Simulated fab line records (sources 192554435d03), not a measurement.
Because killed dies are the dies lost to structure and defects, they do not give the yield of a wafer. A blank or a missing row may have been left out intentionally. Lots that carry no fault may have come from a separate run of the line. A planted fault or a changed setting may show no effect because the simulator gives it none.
Split-lot trial -- flow n5 finfet -- 7 lots, 21 wafers read, on a route of 1938 steps

ON THE SPLIT
At N5_BEOL_M7_DEP_56 (deposits SiCN from 3MS/NH3, target thk 10 nm, time 17.5 s), the setting time s was moved away from the recipe's 17.5 s on 4 of the 21 wafers read, by -13.9% to -6.7%. For the rest of the wafers, this setting stayed at what the recipe calls for.

The reading is taken at the split's own step.

THE READING
SiCN_of_BEOL_M7_DEP_56.thk nm (the simulator's own value, which no gauge read), in nm, at N5_BEOL_M7_DEP_56 (deposits SiCN from 3MS/NH3, target thk 10 nm, time 17.5 s). The file does not state a usual value for it. Across the 17 wafers here that went through the recipe, the average is 10.0 nm and the standard deviation 0.14 nm.

wafer,"tool, chamber at the split","time s as run, s",against the recipe,"SiCN_of_BEOL_M7_DEP_56.thk nm, nm",against lot-mates on the recipe
L081.3,"pecvd-01, 2,0,2",17.5,recipe,10,-
L081.4,"pecvd-01, 2,0,2",17.5,recipe,10,-
L081.5,"pecvd-01, 2,0,2",17.5,recipe,10,-
L082.1,"pecvd-04, 1",15.07,-13.9%,8.4,-1.6
L082.2,"pecvd-04, 2",15.07,-13.9%,8.6,-1.4
L082.5,"pecvd-04, 1",17.5,recipe,10,-
L087.3,"pecvd-01, 2",16.17,-7.6%,8.8,-1.2
L087.4,"pecvd-01, 1",17.5,recipe,10.2,-
L087.5,"pecvd-01, 2",17.5,recipe,9.8,-
L091.2,"pecvd-04, 1",16.33,-6.7%,9.2,-0.9
L091.5,"pecvd-04, 2",17.5,recipe,10.2,-
L091.6,"pecvd-04, 1",17.5,recipe,10,-
L089.2,"pecvd-03, 1,1,2",17.5,recipe,10,-
L089.4,"pecvd-03, 1,1,2",17.5,recipe,10,-
L089.6,"pecvd-03, 1,1,2",17.5,recipe,10,-
L093.1,"pecvd-03, 0",17.5,recipe,10,-
L093.3,"pecvd-03, 1",17.5,recipe,9.8,-
L093.5,"pecvd-03, 2",17.5,recipe,10.2,-
L097.1,"pecvd-01, 1",17.5,recipe,10.2,-
L097.5,"pecvd-01, 1",17.5,recipe,10.2,-
L097.6,"pecvd-01, 2",17.5,recipe,9.8,-
The file does not say which wafer passed through which chamber wherever a row lists several chambers: such a row stands for several wafers.

FIT RESULTS
A straight line over all 21 wafers: SiCN_of_BEOL_M7_DEP_56.thk nm changes by +0.116 nm for each +1% of time s; r = +0.96; the points scatter about the line by 0.16 nm.
The same after taking each lot's own level away (the mean of its wafers on the recipe; 21 wafers): +0.115 nm for each +1%; r = +0.96; scatter 0.15 nm.
According to that fit, moving time s by its largest amount changes the reading by 1.6 nm.
The lots' own levels span 10.00 to 10.10 nm, that is 0.7 times the standard deviation above.
Hence the lot-to-lot level has little effect on the slope; both slopes agree.
Check: for one of the wafers moved furthest among these (-13.9%), held out of the fit, the line's prediction against its lot-mates is -1.62 nm. It came out at -1.6 nm against them.

THESE WAFERS: OTHER SPLITS
Other splits were also applied to these wafers ahead of the reading. Each is held against what the fit with the lots' levels taken away leaves over:
other split on the same wafers,wafers away from the commonest value,r with SiCN_of_BEOL_M7_DEP_56.thk nm (lot level and that fit taken away)
N5_BEOL_M5_COAT_60 spin rpm,6,+0.09
N5_BEOL_M6_HM_DEP_02 target thk a,9,-0.26
N5_BEOL_M7_ILD_DEP_00 time s,8,-0.03
N5_BEOL_M7_COAT_60 spin rpm,4,-0.22

FILE'S OWN FIT
SiCN_of_BEOL_M7_DEP_56.thk nm changes by +0.122 nm for each +1% of time s, r = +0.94.
